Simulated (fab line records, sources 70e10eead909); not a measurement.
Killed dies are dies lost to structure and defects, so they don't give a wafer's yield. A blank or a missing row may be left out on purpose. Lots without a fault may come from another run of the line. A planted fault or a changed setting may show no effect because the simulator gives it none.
fab line records | flow nand_harc
record lots=5 wafers=15 last_day=23
route steps=1159 shown P_M0@266 P_M1@285 END@1159
lots that met no fault: from a run of the same line without faults
start_h: hours from the record's first day to the start of the lot's first wafer shown | wait_h: hours since the lot's step before | " the same as in the row above | L1.1+2: a row that stands for several wafers | - no value, or no start given | * or withheld: withheld | < > ~ a bound
route shown NAME@n: a module of which the file shows steps, and the number in the route of the first | usual: mean/standard deviation of fault-free wafers | same: alike in all rows | chamber/n: place in a boat | sites: the reading at each site | _std_site: their standard deviation | _edge_site: outer sites' mean less inner sites' | radius_mm: how far each site lies from the wafer's centre | mask NAME#n: copy n | behind: the tool/chamber that last shaped the wafer | hold: why the lot was held/for how many hours/how that ended | device: the transistor (n, p or np) that didn't switch | end of line: the same wafers' tests at the end of the route | a step without rows: its recipe alone | killed: dies lost to structure and defects at the first sort, not the wafer's yield | map: a wafer's dies, x killed, . not, _ none there
set.NAME: the setting as run; set.NAME@STEP: as run at that earlier step | model.NAME: the simulator's own value behind a step, which no gauge read
lots at some steps of the route; a table a step, a row a wafer
services: from which hour (start_h, from the record's first day; less than 0 if before it) a tool's chamber was out of use, for how many hours, and why
## steps
# step NHARC_P_M0_DESCUM_14
# recipe time_s=3 o2_flow_sccm=200 ar_flow_sccm=0 bias_power_w=0 chemistry=O2
# step NHARC_P_M0_ETCH_34
# recipe target_depth_a=400 overetch_a=120 time_s=43.94 ion_energy_ev=200 n2_flow_sccm=150 h2_flow_sccm=150 ar_flow_sccm=0 rf_w=400 bias_w=150 chemistry=N2/H2
# step NHARC_P_M0_ETCH_15
# recipe target_depth_a=1500 overetch_a=150 time_s=82.5 c4f8_flow_sccm=withheld ar_flow_sccm=400 rf_w=600 bias_w=300 chemistry=C4F8/Ar
# step NHARC_P_M0_STRIP_18
# recipe power_w=1000 n2_flow_sccm=150 h2_flow_sccm=150 ar_flow_sccm=0 bias_w=0 chemistry=N2/H2
# step NHARC_P_M0_STRIP_19
# recipe time_s=600 temp_c=30 chemistry=post_etch_residue_remover
# step NHARC_P_M0_DEGAS_28
# recipe temp_c=250 time_s=60
# step NHARC_P_M0_PRE_CLEAN_29
# recipe time_s=30 temp_c=280 gas=H2/He
# step NHARC_P_M0_PVD_20
# recipe target_thk_a=50 bias_v=168.6 power_w=15000 chamber_pressure_pa=0.12 time_s=8.06 substrate_temp_c=50 material=TaN
# step NHARC_P_M0_PVD_21
# recipe target_thk_a=300 chamber_pressure_pa=5 power_w=5000 substrate_temp_c=30 time_s=20.49 material=Cu
# usual chamber_pressure_pa=4.999/0.0098 throttle_valve_pct=30.0/0.83
# columns lot.wafer tool chamber start_h wait_h chamber_pressure_pa throttle_valve_pct
L243.2 pvd_sputter-01 - 152.00 - 5.000 30.2
L243.4 " - " " 4.994 31.1
L243.1 " - " " 5.005 29.9
L245.4 pvd_sputter-02 - 165.57 - 5.003 29.4
L245.5 " - " " 4.992 29.4
L245.6 " - " " 5.010 29.6
L250.3 pvd_sputter-01 - 214.53 - 5.015 31.0
L250.6 " - " " 4.993 30.1
L250.5 " - " " 4.993 31.1
L252.4 pvd_sputter-01 - 216.59 - 4.998 31.0
L252.3 " - " " 4.996 30.6
L252.6 " - " " 5.002 31.2
L254.1 pvd_sputter-01 - 217.71 - 4.974 29.0
L254.4 " - " " 4.991 29.9
L254.5 " - " " 5.004 30.5
# step NHARC_P_M0_ECD_22
# recipe target_thk_a=4000 bath_temp_c=25 material=Cu
# step NHARC_P_M0_ANNEAL_30
# recipe temp_c=225 time_s=90
# step NHARC_P_M0_CMP_23
# recipe t_overpolish_s=20 target_thk_nm=117.53
# step NHARC_P_M0_SRD_25
# step NHARC_P_M0_PRE_CLEAN_31
# recipe time_s=12 temp_c=370 rf_power_w=300 gas=NH3
# step NHARC_P_M0_DEP_32
# recipe target_thk_a=300 temp_c=370 target_thk_nm=30 pressure_torr=3 flow_sccm=200 rf_w=450 material=SiCN
# step NHARC_P_M1_DEP_00
# recipe target_thk_a=1825 target_thk_nm=182.5 temp_c=withheld pressure_torr=5 flow_sccm=200 rf_w=600 material=SiOC
# step NHARC_P_M1_DEHYDRATE_01
# recipe temp_c=150 time_s=120
# step NHARC_P_M1_HMDS_02
# recipe time_s=30
# step NHARC_P_M1_COAT_34
# recipe temp_c=200 time_s=65
# step NHARC_P_M1_COAT_03
# recipe spin_rpm=1500 resist_thk_nm=90
# step NHARC_P_M1_SOFTBAKE_04
# recipe temp_c=105 time_s=55
# step NHARC_P_M1_EBR_05
# step NHARC_P_M1_EXPOSE_06
# recipe na=1.35 target_cd_nm=130 dose_mj=81.88 mask_id=P_M1
# step NHARC_P_M1_PEB_07
# recipe peb_temp_c=100 peb_time_s=65
# step NHARC_P_M1_DEVELOP_08
# recipe develop_time_s=35 dev_temp_c=23
# step NHARC_P_M1_DESCUM_14
# recipe time_s=3 o2_flow_sccm=200 ar_flow_sccm=0 bias_power_w=0 chemistry=O2
# step NHARC_P_M1_ETCH_35
# recipe target_depth_a=400 overetch_a=120 time_s=43.94 ion_energy_ev=200 n2_flow_sccm=150 h2_flow_sccm=150 ar_flow_sccm=0 rf_w=400 bias_w=150 chemistry=N2/H2
# step NHARC_P_M1_ETCH_15
# recipe target_depth_a=1825 time_s=91.2 c4f8_flow_sccm=withheld ar_flow_sccm=400 rf_w=600 bias_w=300 chemistry=C4F8/Ar
# step NHARC_P_M1_STRIP_18
# recipe power_w=1000 n2_flow_sccm=150 h2_flow_sccm=150 ar_flow_sccm=0 bias_w=0 chemistry=N2/H2
# step NHARC_P_M1_ETCH_28
# recipe target_depth_a=300 over_etch_frac=0.3 time_s=72.99 ion_energy_ev=150 cf4_flow_sccm=50 n2_flow_sccm=100 ar_flow_sccm=150 rf_w=300 bias_w=100 chemistry=CF4/N2
# step NHARC_P_M1_STRIP_19
# recipe time_s=600 temp_c=30 chemistry=post_etch_residue_remover
# step NHARC_END_SORT_01
# recipe temp_c=25
# usual defect_limited_yield=95.3/1.7 killed_at_array=28/11 killed_at_other=0.5/0.85 killed_at_periphery=2.7/1.9 killed_dies=32/12 killed_open=3.3/1.6 killed_short=2.1/1.5 sort_bin_2_pct=1.5/0.71 sort_bin_3_pct=0.25/0.23 sort_bin_4_pct=3.0/1.1 sort_n_pass=645/12 sort_rim_yield_pct=95/3.1 sort_yield_pct=95.3/1.7
# same gross_dies=677 sort_bin_5_pct[%]=0 sort_bin_6_pct[%]=0 sort_bin_7_pct[%]=0 sort_bin_8_pct[%]=0 sort_rim_n_gross=106.00
# columns lot.wafer tool chamber start_h wait_h defect_limited_yield[%] killed_at_array killed_at_other killed_at_periphery killed_dies killed_open killed_short sort_bin_2_pct[%] sort_bin_3_pct[%] sort_bin_4_pct[%] sort_n_pass sort_rim_yield_pct[%] sort_yield_pct[%]
L243.2 prober-02 0 473.74 2.8 93.8 38 0 4 42 7 2 2.7 0.15 3.4 635 92 93.8
L245.4 prober-01 0 500.84 3.4 94.4 36 2 0 38 3 3 1.2 0.30 4.1 639 90 94.4
L245.5 prober-01 0 501.65 3.7 95.0 34 0 0 34 3 1 1.9 0 3.1 643 94 95.0
L245.6 prober-01 0 502.45 4.0 95.0 30 2 2 34 2 3 1.8 0.15 3.1 643 93 95.0
L250.3 prober-01 0 550.01 3.1 0 43 2 632 677 5 3 94.2 0.74 5.0 0 0 0
L254.1 prober-02 0 556.11 2.5 0 24 0 653 677 1 1 96.9 0.15 3.0 0 0 0
L252.3 prober-01 0 557.85 3.1 0 10 0 667 677 1 0 98.4 0.30 1.3 0 0 0
# killed by level:class
L243.2 A_CHANNEL_HOLE_D1:chamber_film_flake=13 A_SLIT:chamber_film_flake=11 A_CONTACT:geometric_particle:open=4 A_CONTACT:chamber_film_flake=3 A_WL_FILL:chamber_film_flake=2 A_ONON_D1:geometric_particle:open=1 A_ONON_D1:geometric_particle:short=1 A_CHANNEL_FILL_D1:geometric_particle:short=1
L245.4 A_CHANNEL_HOLE_D1:chamber_film_flake=14 A_SLIT:chamber_film_flake=12 A_CHANNEL_FILL_D1:geometric_particle:short=2 A_STAIRCASE:chamber_film_flake=2 THIN_TSV:chamber_film_flake=2 A_CHANNEL_HOLE_D1:geometric_particle:short=1 A_SGD_CUT:geometric_particle:open=1 A_WL_FILL:geometric_particle:open=1
L245.5 A_CHANNEL_HOLE_D1:chamber_film_flake=13 A_SLIT:chamber_film_flake=10 A_CONTACT:chamber_film_flake=3 A_ZERO_WELL:chamber_film_flake=2 A_STAIRCASE:chamber_film_flake=2 A_ONON_D1:geometric_particle:open=1 A_WL_FILL:geometric_particle:open=1 A_CONTACT:geometric_particle:open=1
L245.6 A_SLIT:chamber_film_flake=12 A_CHANNEL_HOLE_D1:chamber_film_flake=10 A_STAIRCASE:chamber_film_flake=2 THIN_TSV:chamber_film_flake=2 P_GATE:geometric_particle:open=1 A_ONON_D1:geometric_particle:short=1 A_CHANNEL_HOLE_D1:geometric_particle:short=1 A_CHANNEL_FILL_D1:geometric_particle:short=1
L250.3 P_M0:area_pvd=628 A_CHANNEL_HOLE_D1:chamber_film_flake=19 A_SLIT:chamber_film_flake=14 A_CONTACT:chamber_film_flake=3 P_ZERO_WELL:chamber_film_flake=2 P_CONTACT:geometric_particle:open=1 A_ONON_D1:geometric_particle:open=1 A_ONON_D1:geometric_particle:short=1
L254.1 P_M0:area_pvd=649 A_SLIT:chamber_film_flake=12 A_CONTACT:chamber_film_flake=5 A_CHANNEL_HOLE_D1:chamber_film_flake=4 P_GATE:chamber_film_flake=2 A_ONON_D1:geometric_particle:short=1 A_M0:geometric_particle:open=1 P_ZERO_WELL:chamber_film_flake=1
L252.3 P_M0:area_pvd=663 A_STAIRCASE:chamber_film_flake=5 A_CHANNEL_HOLE_D1:chamber_film_flake=2 P_M0:geometric_particle:open=1 P_ZERO_WELL:chamber_film_flake=1 P_STI:chamber_film_flake=1 P_GATE:chamber_film_flake=1 A_ZERO_WELL:chamber_film_flake=1
# map L250.3 (x killed, . not)
____________x____________
_________xxxxxxx_________
_______xxxxxxxxxxx_______
______xxxxxxxxxxxxx______
_____xxxxxxxxxxxxxxx_____
____xxxxxxxxxxxxxxxxx____
____xxxxxxxxxxxxxxxxx____
___xxxxxxxxxxxxxxxxxxx___
___xxxxxxxxxxxxxxxxxxx___
__xxxxxxxxxxxxxxxxxxxxx__
__xxxxxxxxxxxxxxxxxxxxx__
_xxxxxxxxxxxxxxxxxxxxxxx_
_xxxxxxxxxxxxxxxxxxxxxxx_
_xxxxxxxxxxxxxxxxxxxxxxx_
_xxxxxxxxxxxxxxxxxxxxxxx_
_xxxxxxxxxxxxxxxxxxxxxxx_
xxxxxxxxxxxxxxxxxxxxxxxxx
xxxxxxxxxxxxxxxxxxxxxxxxx
xxxxxxxxxxxxxxxxxxxxxxxxx
xxxxxxxxxxxxxxxxxxxxxxxxx
xxxxxxxxxxxxxxxxxxxxxxxxx
_xxxxxxxxxxxxxxxxxxxxxxx_
_xxxxxxxxxxxxxxxxxxxxxxx_
_xxxxxxxxxxxxxxxxxxxxxxx_
_xxxxxxxxxxxxxxxxxxxxxxx_
_xxxxxxxxxxxxxxxxxxxxxxx_
__xxxxxxxxxxxxxxxxxxxxx__
__xxxxxxxxxxxxxxxxxxxxx__
___xxxxxxxxxxxxxxxxxxx___
___xxxxxxxxxxxxxxxxxxx___
____xxxxxxxxxxxxxxxxx____
____xxxxxxxxxxxxxxxxx____
_____xxxxxxxxxxxxxxx_____
______xxxxxxxxxxxxx______
_______xxxxxxxxxxx_______
_________xxxxxxx_________
____________x____________
# map L252.3 (x killed, . not)
____________x____________
_________xxxxxxx_________
_______xxxxxxxxxxx_______
______xxxxxxxxxxxxx______
_____xxxxxxxxxxxxxxx_____
____xxxxxxxxxxxxxxxxx____
____xxxxxxxxxxxxxxxxx____
___xxxxxxxxxxxxxxxxxxx___
___xxxxxxxxxxxxxxxxxxx___
__xxxxxxxxxxxxxxxxxxxxx__
__xxxxxxxxxxxxxxxxxxxxx__
_xxxxxxxxxxxxxxxxxxxxxxx_
_xxxxxxxxxxxxxxxxxxxxxxx_
_xxxxxxxxxxxxxxxxxxxxxxx_
_xxxxxxxxxxxxxxxxxxxxxxx_
_xxxxxxxxxxxxxxxxxxxxxxx_
xxxxxxxxxxxxxxxxxxxxxxxxx
xxxxxxxxxxxxxxxxxxxxxxxxx
xxxxxxxxxxxxxxxxxxxxxxxxx
xxxxxxxxxxxxxxxxxxxxxxxxx
xxxxxxxxxxxxxxxxxxxxxxxxx
_xxxxxxxxxxxxxxxxxxxxxxx_
_xxxxxxxxxxxxxxxxxxxxxxx_
_xxxxxxxxxxxxxxxxxxxxxxx_
_xxxxxxxxxxxxxxxxxxxxxxx_
_xxxxxxxxxxxxxxxxxxxxxxx_
__xxxxxxxxxxxxxxxxxxxxx__
__xxxxxxxxxxxxxxxxxxxxx__
___xxxxxxxxxxxxxxxxxxx___
___xxxxxxxxxxxxxxxxxxx___
____xxxxxxxxxxxxxxxxx____
____xxxxxxxxxxxxxxxxx____
_____xxxxxxxxxxxxxxx_____
______xxxxxxxxxxxxx______
_______xxxxxxxxxxx_______
_________xxxxxxx_________
____________x____________
## services
# columns tool chamber start_h hours kind
pvd_sputter-01 - 158.00 10.0 pm
pvd_sputter-02 - 204.09 1.2 repair
pvd_sputter-02 - 211.80 0.9 repair
pvd_sputter-02 - 214.02 10.0 pm
## key
first_sign step=NHARC_END_SORT_01 reading=killed_at_periphery direction=up sigmas=99+ usual=2.7 struck=650.7
effect step=NHARC_END_SORT_01 reading=sort_bin_2_pct direction=up sigmas=99+ usual=1.5 struck=96.5
more_kills_born_at NHARC_P_M0_PVD_21@pvd_sputter-01=1940
met_at NHARC_P_M0_PVD_21
struck_wafers L250.3,L252.3,L254.1
later_rows_left_out L250.3,L252.3,L254.1
onset_between 152.00 214.53
fault kind=process_parameter_drift tool=pvd_sputter-01 chamber=- onset_h=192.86 steps=NHARC_P_M0_PVD_21 channel=target_thk_a offset=* shape=step end_h=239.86 scope=struck_wafers_only acts_in=* stated=*
# later_rows_left_out: the simulator's readings of these wafers behind a module that went badly wrong aren't trusted and aren't shown, but for the sort
